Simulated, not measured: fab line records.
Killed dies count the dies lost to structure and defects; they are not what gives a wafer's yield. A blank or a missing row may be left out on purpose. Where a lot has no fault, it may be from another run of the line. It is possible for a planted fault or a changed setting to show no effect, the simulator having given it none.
A lot that was struck, set against a sound lot | flow nand harc | 21 steps out of a route of 1302
Sound: wafers L188.1, L188.2, L188.5. Wafers L187.2, L187.4, L187.6 were the ones struck. The cause is named last.
For every step that has rows: the tool of each side, followed by ch and its chambers, followed by its first start. Under that, the readings that differ: sound wafers | struck wafers | difference of the means | sigmas: that difference in standard deviations of wafers without a fault.
alike: same words and numbers on both sides, and readings whose means sit less than 2 such deviations apart. not compared: any withheld reading, any reading some wafer has no value for, any bound like >300 that may hide the same value, and any number with overlapping values for which the record gives no deviation.
The two part at a step that has a row with sigmas, a row that says differs or no value, or rows on one side only. Numbers that don't overlap but have no deviation are shown without sigmas and don't part them. A reading that every wafer of one side lacks parts them only if that side has two wafers or more.

first, 5 steps without rows for these wafers: NHARC_P_STI_SOFTBAKE_04 (time 70 s); NHARC_P_STI_EBR_05; NHARC_P_STI_EXPOSE_06 (exposes mask P STI, target cd 200 nm); NHARC_P_STI_PEB_07 (peb time 80 s); NHARC_P_STI_DEVELOP_08 (time 50 s).
NHARC_P_STI_CD_MEAS_09: target cd 200 nm.
  sound on cd sem-03 ch 0, day 7 19:28; struck on cd sem-03 ch 0, day 7 11:26
  alike: cd nm
NHARC_P_STI_OVL_MEAS_10:
  sound on overlay-02 at day 7 19:34; struck on overlay-01 at day 7 11:31
  alike: overlay x nm, overlay y nm
NHARC_P_STI_INSPECT_11:
  sound on defect inspect-02 at day 7 19:36; struck on defect inspect-01 at day 7 11:34
  alike: raw defect count
then, 1 step without rows for these wafers: NHARC_P_STI_HARDBAKE_13 (time 65 s).
NHARC_P_STI_DESCUM_14: chemistry O2, time 3 s.
  sound on rie diel-12 ch 0,1, day 7 19:44; struck on rie diel-13 ch 1,2, day 7 11:41
  alike: drypump motor current A, oes product au, rf vpp V, showerhead plenum p Torr, throttle valve pct
  not compared: rf hours counter h
NHARC_P_STI_ETCH_42: etches the open film in N2/H2, target depth 80 nm, overetch 24 nm, time 61 s.
  sound on rie diel-12 ch 0,1,2, day 7 19:50; struck on rie diel-13 ch 1,3, day 7 11:47
  alike: bias w, chamber pressure mTorr, drypump motor current A, oes product au, rf vpp V, showerhead plenum p Torr, throttle valve pct
  not compared: rf hours counter h
NHARC_P_STI_ETCH_31: etches the open film in CF4/CHF3, target depth 108.9 nm, time 54.5 s.
  sound: rie diel-12 ch 0,1,2; struck: rie diel-13 ch 0,2
  alike: bias w, cf4 flow sccm, drypump motor current A, oes product au, rf vpp V, showerhead plenum p Torr, throttle valve pct
  not compared: rf hours counter h
NHARC_P_STI_ETCH_15: etches the open film in HBr/Cl2, target depth 300 nm, time 100.1 s.
  sound on rie si-04 ch 0,1,2, day 7 20:01; struck on rie si-04 ch 0,2,3, day 7 11:58
  no value came back on the struck wafers for any of 5 readings (bias w (W), chamber pressure mTorr (mTorr) and others); on the sound wafers bias w (W) reads 99.6 100.1 100.0
  not compared: rf hours counter h
NHARC_P_STI_CD_MEAS_16:
  sound on cd sem-02 at day 7 20:11; struck on cd sem-02 at day 7 12:08
  alike: cd nm
NHARC_P_STI_OCD_MEAS_17:
  sound on ocd-02 at day 7 20:16; struck on ocd-01 at day 7 12:13
  reading                | sound             | struck | difference                    | sigmas
  trench depth nm (nm)   | 295 300 304       | 0 0 1  | -299                          | -94
  trench foot cd nm (nm) | 157.6 155.3 157.3 | - - -  | no value on the struck wafers |
then, 3 steps without rows for these wafers: NHARC_P_STI_STRIP_19 (strips in SPM, time 900 s); NHARC_P_STI_PRECLEAN_32 (cleans in SC1); NHARC_P_STI_SRD_23.
NHARC_P_STI_OCD_MEAS_43:
  sound on ocd-01 at day 7 20:47; struck on ocd-02 at day 7 12:44
  reading                | sound             | struck | difference                    | sigmas
  trench depth nm (nm)   | 295 299 304       | 0 0 0  | -299                          | -94
  trench foot cd nm (nm) | 157.5 155.6 156.8 | - - -  | no value on the struck wafers |
then, 1 step without rows for these wafers: NHARC_P_STI_OXIDE_33 (material SiO2, target thk 10 nm, ox time 281 s).
-- record jumps: 21 days between struck wafers' starts before vs after; left off in module P_STI, resumes in module END, first step shown is number 1302 of the route --
NHARC_END_SORT_01:
  sound on prober-01 ch 0, day 28 16:56; struck on prober-02 ch 0, day 28 15:30
  reading             | sound | struck      | difference | sigmas
  killed at periphery | 3     | 625 631 624 | +624       | +99 or more
  killed dies         | 63    | 677 677 677 | +614       | +31
  alike: killed at array, killed at other, killed open, killed short

## WHERE THEY PART
Last at NHARC_END_SORT_01 as far as this record goes, first at NHARC_P_STI_ETCH_15.

WHY: whatever the simulator had introduced
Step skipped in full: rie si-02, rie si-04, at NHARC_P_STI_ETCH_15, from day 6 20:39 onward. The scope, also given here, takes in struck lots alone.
